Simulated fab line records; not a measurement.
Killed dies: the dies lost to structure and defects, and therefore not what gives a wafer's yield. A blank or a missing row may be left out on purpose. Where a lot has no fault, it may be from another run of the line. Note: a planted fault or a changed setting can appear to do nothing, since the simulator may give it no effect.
Which tool did it?    flow nand-harc    12 lots, 36 wafers sampled, at 3 steps of a route of 1159

WHAT THE GAUGES READ, wafer by wafer
NHARC_P_STI_INSPECT_11.
lot   measured     on                 raw-defect-count
L075  day 2 19:04  defect-inspect-01  1 8 4
L077  day 3 03:34  defect-inspect-02  5 6 3
L079  day 3 17:20  defect-inspect-02  2 2 3
L081  day 4 06:29  defect-inspect-01  5 5 3
L083  day 4 13:38  defect-inspect-01  8 7 8
L085  day 5 05:52  defect-inspect-01  4 12 3
L087  day 5 13:52  defect-inspect-02  7 7 8
L089  day 6 01:53  defect-inspect-02  3 2 6
L091  day 6 19:08  defect-inspect-01  8 2 5
L093  day 7 06:34  defect-inspect-01  3 18 10
L095  day 7 14:11  defect-inspect-02  7 10 5
L097  day 8 04:02  defect-inspect-02  3 9 11

WHICH TOOL RAN EACH LOT (tool, then ch and the chambers of the sampled wafers, then the start)
lot   NHARC_P_ZERO_WELL_DESCUM_13        NHARC_P_ZERO_WELL_ETCH_62
L075  rie-diel-06 ch 0,1,3, day 1 19:25  rie-diel-06 ch 2,3, day 2 19:04 or earlier
L077  rie-diel-06 ch 0,2,3, day 2 07:17  rie-diel-06 ch 1,3, day 3 03:34 or earlier
L079  rie-diel-05 ch 0,1,3, day 2 19:25  rie-diel-05 ch 0,1,3, day 3 17:20 or earlier
L081  rie-diel-06 ch 0,1,2, day 3 07:25  rie-diel-06 ch 0,3, day 4 06:29 or earlier
L083  rie-diel-09 ch 0,3, day 3 19:17    rie-diel-09 ch 1,2, day 4 13:38 or earlier
L085  rie-diel-05 ch 0,1,2, day 4 07:17  rie-diel-05 ch 0,1,2, day 5 05:52 or earlier
L087  rie-diel-05 ch 0,1,3, day 4 19:20  rie-diel-05 ch 0,1,3, day 5 13:52 or earlier
L089  rie-diel-05 ch 0,2,3, day 5 07:19  rie-diel-05 ch 1,2,3, day 6 01:53 or earlier
L091  rie-diel-09 ch 0,1, day 5 19:17    rie-diel-09 ch 0,3, day 6 19:08 or earlier
L093  rie-diel-09 ch 0,1,3, day 6 07:24  rie-diel-09 ch 0,1,3, day 7 06:34 or earlier
L095  rie-diel-09 ch 1,3, day 6 19:25    rie-diel-09 ch 1,3, day 7 14:11 or earlier
L097  rie-diel-09 ch 0,1, day 7 07:26    rie-diel-09 ch 2,3, day 8 04:02 or earlier
- NHARC_P_ZERO_WELL_DESCUM_13: chemistry O2, time 3 s.
- NHARC_P_ZERO_WELL_ETCH_62: etches the open film in CHF3/Ar, target depth 13 nm, time 6.5 s.

THE ANSWER, worked out from the rows above alone
Rule: the usual values come from the lots themselves. Put in order of their means at a reading, lots are off if they are a third of the lots or fewer, leave a main group of 4 or more, and stand apart from it by a gap of 3 or more times the standard deviation of the main group's means; of several such gaps the widest counts. If all means in a main group match to the digits the tables above print for the reading, that group is not used. Also off: a lot with no number at a reading for which 4 or more lots have one. The other lots that the step has rows for count as sound.
Nothing can be told from this: no lot is off at any reading shown.

WHAT THE SIMULATOR PUT IN
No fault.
